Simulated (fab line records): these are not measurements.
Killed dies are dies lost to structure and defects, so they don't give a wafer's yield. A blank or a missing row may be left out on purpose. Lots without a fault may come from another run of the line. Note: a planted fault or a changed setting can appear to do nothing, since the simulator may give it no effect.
Split-lot study	flow n5 finfet	21 wafers read across 7 lots, on a route 1938 steps long

## THE SPLIT ITSELF
At N5_BEOL_M2_COAT_05 (resist thk 30 nm), the setting spin rpm was moved away from the recipe's 1500 rpm on 6 of the 21 wafers read, by -3.9% to +10.7%. The other wafers ran this setting at the recipe's value.

## FROM THE SPLIT TO THE READING: what the file shows between them, 4 steps
- N5_BEOL_M2_EBR_07
- N5_BEOL_M2_SOFTBAKE_06: time 60 s
- N5_BEOL_M2_EXPOSE_08: exposes mask M2
- N5_BEOL_M2_PEB_09: peb time 60 s

## THE READING
CAR-EUV_of_BEOL_M2_COAT_05.thk nm (the simulator's own value, which no gauge read), in nm, at N5_BEOL_M2_DEVELOP_10 (develop time 30 s). The file does not state a usual value for it. Across the 15 wafers here that went through the recipe, the average is 29.5 nm and the standard deviation 0.11 nm.

wafer	tool, chamber at the split	spin rpm as run, rpm	against the recipe	CAR-EUV_of_BEOL_M2_COAT_05.thk nm, nm	against lot-mates on the recipe
L074.1	litho track-02, 0	1661	+10.7%	28	-1.4
L074.4	litho track-02, 0	1661	+10.7%	28	-1.4
L074.2	litho track-02, 0	1500	recipe	29.4	-
L075.3	litho track-02, 0	1605	+7.0%	28.6	-0.8
L075.4	litho track-02, 0	1605	+7.0%	28.6	-0.8
L075.5	litho track-02, 0	1500	recipe	29.4	-
L076.1	litho track-02, 0	1500	recipe	29.6	-
L076.5	litho track-02, 0	1500	recipe	29.6	-
L076.4	litho track-02, 0	1500	recipe	29.4	-
L077.1	litho track-05, 0	1500	recipe	29.6	-
L077.3	litho track-05, 0	1500	recipe	29.6	-
L077.6	litho track-05, 0	1500	recipe	29.6	-
L080.4	litho track-05, 0	1500	recipe	29.8	-
L080.5	litho track-05, 0	1500	recipe	29.6	-
L080.6	litho track-05, 0	1500	recipe	29.6	-
L083.1	litho track-04, 0	1571	+4.7%	28.8	-0.7
L083.2	litho track-04, 0	1500	recipe	29.6	-
L083.6	litho track-04, 0	1500	recipe	29.4	-
L090.4	litho track-04, 0	1500	recipe	29.4	-
L090.5	litho track-04, 0	1442	-3.9%	30.2	+0.7
L090.6	litho track-04, 0	1500	recipe	29.6	-

THE FIT
A straight line over all 21 wafers: CAR-EUV_of_BEOL_M2_COAT_05.thk nm changes by -0.144 nm for each +1% of spin rpm; r = -0.98; the points scatter about the line by 0.11 nm.
The same after taking each lot's own level away (the mean of its wafers on the recipe; 21 wafers): -0.131 nm for each +1%; r = -0.99; scatter 0.091 nm.
According to that fit, moving spin rpm by its largest amount changes the reading by 1.4 nm.
The span of the lots' own levels, 29.40 to 29.67 nm, comes to 2.3 times the standard deviation stated above.
In other words, the slope is changed by the lot-to-lot level; the two fits disagree.
Check: with one of the wafers moved furthest among these (+10.7%) left out of the fit, the line predicts -1.38 nm for it against its lot-mates. It came out at -1.4 nm against them.

## OTHER SPLITS APPLIED TO THESE WAFERS
Note: prior to the reading, these wafers also went through further splits. Each is held against what the fit with the lots' levels taken away leaves over:
other split on the same wafers	wafers away from the commonest value	r with CAR-EUV_of_BEOL_M2_COAT_05.thk nm (lot level and that fit taken away)
N5_MOL_CONTACT_COAG_COAT_76 spin rpm	4	+0.18
N5_BEOL_M0_SAQP_DESCUM_19 time s	8	-0.38
N5_BEOL_M0_TRENCH_ETCH_107 target depth a	6	+0.07
N5_BEOL_M1_ETCH_77 source w	4	-0.15

## THE WHOLE CHAIN: every reading that the file lists as answering this split, in the file's order
step	what it does	reading	change (the file's fit)	r (the file's)
N5_BEOL_M2_COAT_05	resist thk 30 nm	CAR-EUV_of_BEOL_M2_COAT_05.thk nm (the simulator's own value, which no gauge read)	-0.135 nm for each +1% of the setting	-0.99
N5_BEOL_M2_DEVELOP_10	develop time 30 s	CAR-EUV_of_BEOL_M2_COAT_05.thk nm (the simulator's own value, which no gauge read)	-0.132 nm for each +1% of the setting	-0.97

## THE FILE'S OWN FIT
CAR-EUV_of_BEOL_M2_COAT_05.thk nm changes by -0.132 nm for each +1% of spin rpm, r = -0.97.
